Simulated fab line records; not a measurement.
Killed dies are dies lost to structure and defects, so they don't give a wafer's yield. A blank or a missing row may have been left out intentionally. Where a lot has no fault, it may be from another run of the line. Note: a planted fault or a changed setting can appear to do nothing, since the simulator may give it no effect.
A struck lot beside a sound one | flow n5 finfet | 39 out of 1938 route steps
Sound: wafers L298.1, L298.3, L298.5. Struck: wafer L311.5 (left out: L311.3, L311.6 of the same lot, which were not struck); the cause appears at the end.
For every step that has rows: the tool of each side, followed by ch and its chambers, followed by its first start. Under that, the readings that differ: sound wafers | struck wafers | difference of the means | sigmas: that difference in standard deviations of wafers without a fault.
alike: same words and numbers on both sides, and readings whose means sit less than 2 such deviations apart. not compared: any withheld reading, any reading some wafer has no value for, any bound like >300 that may hide the same value, and any number with overlapping values for which the record gives no deviation.
A row with sigmas, a row that says differs or no value, or rows on one side alone: a step with any of these is where the two part. When numbers do not overlap yet have no deviation, they are printed without sigmas and do not part them. A reading missing from all wafers of one side parts the sides only when that side holds two or more wafers.

first, 12 steps without rows for these wafers: N5_FIN_SAQP_DESCUM_21 (chemistry O2, time 7.9 s); N5_FIN_SAQP_ETCH_51 (etches SiARC in CF4, target depth 45.5 nm, time 75.8 s); N5_FIN_SAQP_ETCH_52 (etches SOC in N2/H2, target depth 100 nm, overetch 20 nm, time 150 s); N5_FIN_SAQP_STRIP_53 (strips in N2/H2); N5_FIN_SAQP_HM_OPEN_73 (chemistry CHF3/O2, target SiO2, stops on a-Si, target depth 12 nm, time 16.8 s); N5_FIN_SAQP_STRIP_74 (strips in CHF3/O2); N5_FIN_SAQP_MANDREL_ETCH_22 (etches a-Si in HBr/Cl2, stops on SiNx, target depth 60 nm, bt time 10 s, time 30 s); N5_FIN_SAQP_STRIP_55 (strips in N2/H2); N5_FIN_SAQP_STRIP_23 (strips in SPM, time 750 s); N5_FIN_SAQP_SRD_66 (time 30 s); N5_FIN_SAQP_RECESS_75 (chemistry HF/NH3, target SiO2, target depth 14.4 nm, afs cycles 3, sublimation time 60 s); N5_FIN_SAQP_SPACER1_ALD_24 (deposits SiO2, target thk 20.3 nm, pulse time 1 s, purge time 2 s).
N5_FIN_SAQP_SPACER1_ETCHBACK_25: etches SiO2 in CHF3/O2, target depth 24.4 nm, time 12.2 s.
  sound on rie diel-03 ch 2,3, day 3 06:59; struck on rie diel-03 ch 2, day 6 12:31
  alike: drypump motor current A, oes_ar_750_au, oes product au, rf fwd power W, rf vpp V, showerhead plenum p Torr, throttle valve pct
  not compared: rf hours counter h
N5_FIN_SAQP_MANDREL1_REMOVE_56: chemistry HBr/Cl2/O2, target a-Si, stops on SiNx, bt time 10 s.
  sound on rie si-03 ch 1,2,3, day 3 07:04; struck on rie si-03 ch 3, day 6 12:37
  reading               | sound             | struck | difference | sigmas
  oes product au (a.u.) | 0.971 1.005 0.966 | 0.373  | -0.608     | -36
  alike: drypump motor current A, mfc cl2 sccm, rf fwd power W, throttle valve pct
  not compared: rf hours counter h
N5_FIN_SAQP_CD_MEAS_27: the cd target is 20 nm.
  sound on cd sem-02 ch 0, day 3 07:11; struck on cd sem-01 ch 0, day 6 12:44
  not compared: cd nm
N5_FIN_SAQP_ETCH_57: etches SiNx in CH3F/O2, target depth 32.5 nm, time 46.4 s.
  sound on rie diel-05 ch 3, day 3 07:14; struck on rie diel-06 ch 1, day 6 12:46
  reading                | sound             | struck | difference | sigmas
  etch rf on time s (s)  | 45.7 45.0 45.5    | 116.0  | +70.6      | +64
  oes product au (a.u.)  | 0.59 0.60 0.60    | 0.30   | -0.30      | -5
  throttle valve pct (%) | 16.71 16.72 16.70 | 15.97  | -0.74      | -4
  alike: drypump motor current A, oes_ar_750_au, rf fwd power W, rf vpp V, showerhead plenum p Torr
  not compared: rf hours counter h
then, 1 step without rows for these wafers: N5_FIN_SAQP_ETCH_65 (etches SiO2 in CF4, target depth 4 nm, time 4.4 s).
N5_FIN_SAQP_MANDREL_ETCH_58: etches a-Si in HBr/Cl2, stops on SiNx, target depth 45 nm, bt time 10 s, time 27 s.
  sound on rie si-04 ch 1,3, day 3 07:25; struck on rie si-04 ch 3, day 6 12:55
  reading                | sound             | struck | difference | sigmas
  oes product au (a.u.)  | 0.695 0.693 0.707 | 0.321  | -0.377     | -25
  throttle valve pct (%) | 35.65 35.32 35.64 | 36.41  | +0.87      | +4
  alike: drypump motor current A, mfc cl2 sccm, rf fwd power W
  not compared: rf hours counter h
then, 19 steps without rows for these wafers: N5_FIN_SAQP_RECESS_63 (chemistry HF/NH3, target SiO2, target depth 18 nm, afs cycles 3, sublimation time 60 s); N5_FIN_SAQP_COAT_68 (time 60 s, resist thk 100 nm); N5_FIN_SAQP_ETCH_69 (etches SOC in N2/H2, stops on SiNx, target depth 150 nm); N5_FIN_SAQP_ETCH_67 (etches SiNx in CH3F/O2, target depth 30 nm); N5_FIN_SAQP_STRIP_70 (strips in N2/H2); N5_FIN_SAQP_RECESS_71 (chemistry HF/NH3, target SiO2, target depth 3 nm, afs cycles 1, sublimation time 60 s); N5_FIN_SAQP_SPACER2_ALD_28 (deposits SiO2, target thk 8.1 nm, pulse time 1 s, purge time 2 s); N5_FIN_SAQP_SPACER2_ETCHBACK_29 (etches SiO2 in CHF3/O2, target depth 12.2 nm, time 6.1 s); N5_FIN_SAQP_MANDREL2_REMOVE_60 (chemistry HBr/Cl2/O2, target a-Si, stops on SiNx, bt time 10 s); N5_FIN_SAQP_HM_OPEN_33 (chemistry CH3F/O2, target SiNx, target depth 49.4 nm, time 70.6 s); N5_FIN_SAQP_ETCH_34 (etches SiO2 in C4F6/O2, target depth 45 nm, time 15 s); N5_FIN_SAQP_STRIP_77 (strips in N2/H2, time 90 s); N5_FIN_SAQP_ETCH_64 (etches SiO2 in CF4, target depth 1.5 nm); N5_FIN_SAQP_FIN_ETCH_36 (etches the open film in HBr/Cl2/O2, target depth 120 nm, time 50.4 s); N5_FIN_SAQP_PRECLEAN_38 (cleans in O3/DIW, time 45 s); N5_FIN_SAQP_PRECLEAN_45 (cleans in dHF, time 10 s); N5_FIN_SAQP_SRD_39 (time 30 s); N5_FIN_CUT_COAT_18 (time 60 s, resist thk 230 nm); N5_FIN_CUT_COAT_19 (time 60 s, resist thk 20 nm).
N5_BEOL_M4_RC_MEAS_101:
  the record has rows for the sound wafers here (prober-01 ch 0, day 9 04:25) and none for the struck ones
-- a jump in the record: the struck wafers' starts before and after are 10 days apart (it breaks off in module BEOL_M4 and resumes in module PASSIVATION, where the first step shown is number 1936 of the route) --
N5_PASSIVATION_PROBE_49:
  record: rows for the struck wafers here (prober-02, day 16 13:38), none for the sound ones

== WHERE THEY PART ==
Last at N5_PASSIVATION_PROBE_49 as far as this record goes, first at N5_FIN_SAQP_MANDREL1_REMOVE_56.

WHY: whatever the simulator had introduced
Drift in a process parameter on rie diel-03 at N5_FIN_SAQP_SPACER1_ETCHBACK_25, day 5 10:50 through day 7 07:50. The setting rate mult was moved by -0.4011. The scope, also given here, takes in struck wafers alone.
